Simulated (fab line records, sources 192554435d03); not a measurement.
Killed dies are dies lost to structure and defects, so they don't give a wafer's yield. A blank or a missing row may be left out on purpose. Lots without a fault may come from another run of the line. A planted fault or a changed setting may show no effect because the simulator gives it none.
Which tool did it? | flow n5_finfet | 8 lots, 22 wafers sampled, at 5 steps of a route of 1938

WHAT THE GAUGES READ, wafer by wafer
N5_SD_EPI_N_EPI_MEAS_23.
lot  | measured    | on            | thk_nm (nm)
L831 | day 3 10:29 | film_metro-01 | 60.6 57.3 60.9
L836 | day 4 21:51 | film_metro-01 | 78.5 60.4
L839 | day 5 09:52 | film_metro-02 | 75.0 58.6 57.9
L841 | day 6 02:07 | film_metro-02 | 77.4 59.3
L842 | day 6 03:37 | film_metro-01 | 59.1 58.9 59.0
L851 | day 8 09:47 | film_metro-01 | 59.8 59.9 59.3
L852 | day 8 15:35 | film_metro-02 | 57.3 59.1 60.6
L853 | day 8 23:08 | film_metro-02 | 59.2 57.6 61.2

WHICH TOOL RAN EACH LOT (tool, then ch and the chambers of the sampled wafers, then the start)
lot  | N5_SPACER0_ALD_08                | N5_SD_EPI_N_ETCH_34               | N5_SD_EPI_N_ETCHBACK_44           | N5_SD_EPI_N_EPI_21
L831 | ald_sin-01 ch 0,1, day 3 06:28   | rie_diel-01 ch 0,2, day 3 07:08   | rie_diel-01 ch 0,2, day 3 07:31   | epi_rpcvd-03 ch 0, day 3 09:04
L836 | ald_sin-01 ch 0,2, day 4 17:56   | rie_diel-06 ch 1,2, day 4 18:29   | rie_diel-06 ch 1,2, day 4 18:52   | epi_rpcvd-03 ch 0, day 4 20:08
L839 | ald_sin-04 ch 0,1, day 5 05:56   | rie_diel-01 ch 0,2,3, day 5 06:29 | rie_diel-01 ch 0,2,3, day 5 06:52 | epi_rpcvd-03 ch 0, day 5 08:24
L841 | ald_sin-02 ch 2,3, day 5 21:50   | rie_diel-01 ch 1,3, day 5 22:31   | rie_diel-01 ch 1,3, day 5 22:54   | epi_rpcvd-03 ch 0, day 6 00:41
L842 | ald_sin-02 ch 2,3, day 5 23:31   | rie_diel-02 ch 0,1,3, day 6 00:11 | rie_diel-02 ch 0,1,3, day 6 00:34 | epi_rpcvd-02 ch 0, day 6 02:44
L851 | ald_sin-04 ch 0,3, day 8 05:45   | rie_diel-01 ch 1,2, day 8 06:26   | rie_diel-01 ch 1,2, day 8 06:49   | epi_rpcvd-03 ch 0, day 8 08:21
L852 | ald_sin-04 ch 0,1,2, day 8 10:54 | rie_diel-02 ch 1,3, day 8 11:53   | rie_diel-02 ch 1,3, day 8 12:28   | epi_rpcvd-03 ch 0, day 8 13:51
L853 | ald_sin-02 ch 1,2, day 8 19:12   | rie_diel-01 ch 0,1,2, day 8 19:45 | rie_diel-01 ch 0,1,2, day 8 20:08 | epi_rpcvd-03 ch 0, day 8 21:24
- N5_SPACER0_ALD_08: deposits SiNx, target thk 2 nm.
- N5_SD_EPI_N_ETCH_34: etches SiARC in CF4, target depth 45.5 nm, time 75.8 s.
- N5_SD_EPI_N_ETCHBACK_44: etches SiNx in CH3F/O2, stops on SiO2, target depth 14.5 nm.
- N5_SD_EPI_N_EPI_21: deposits Si:P, time 690 s.

THE ANSWER, worked out from the rows above alone
Rule: what is usual is taken from the lots themselves. Put in order of their means at a reading, lots are off if they are a third of the lots or fewer, leave a main group of 4 or more, and stand apart from it by a gap of 3 or more times the standard deviation of the main group's means; of several such gaps the widest counts. A main group whose means are all the same, to the digits that the tables above print for the reading, isn't used. A lot without any number at a reading at which 4 lots or more have one is off too. The other lots that the step has rows for count as sound.
No lot is off at any reading shown: from this, nothing can be told.

WHAT THE SIMULATOR HAD PUT IN
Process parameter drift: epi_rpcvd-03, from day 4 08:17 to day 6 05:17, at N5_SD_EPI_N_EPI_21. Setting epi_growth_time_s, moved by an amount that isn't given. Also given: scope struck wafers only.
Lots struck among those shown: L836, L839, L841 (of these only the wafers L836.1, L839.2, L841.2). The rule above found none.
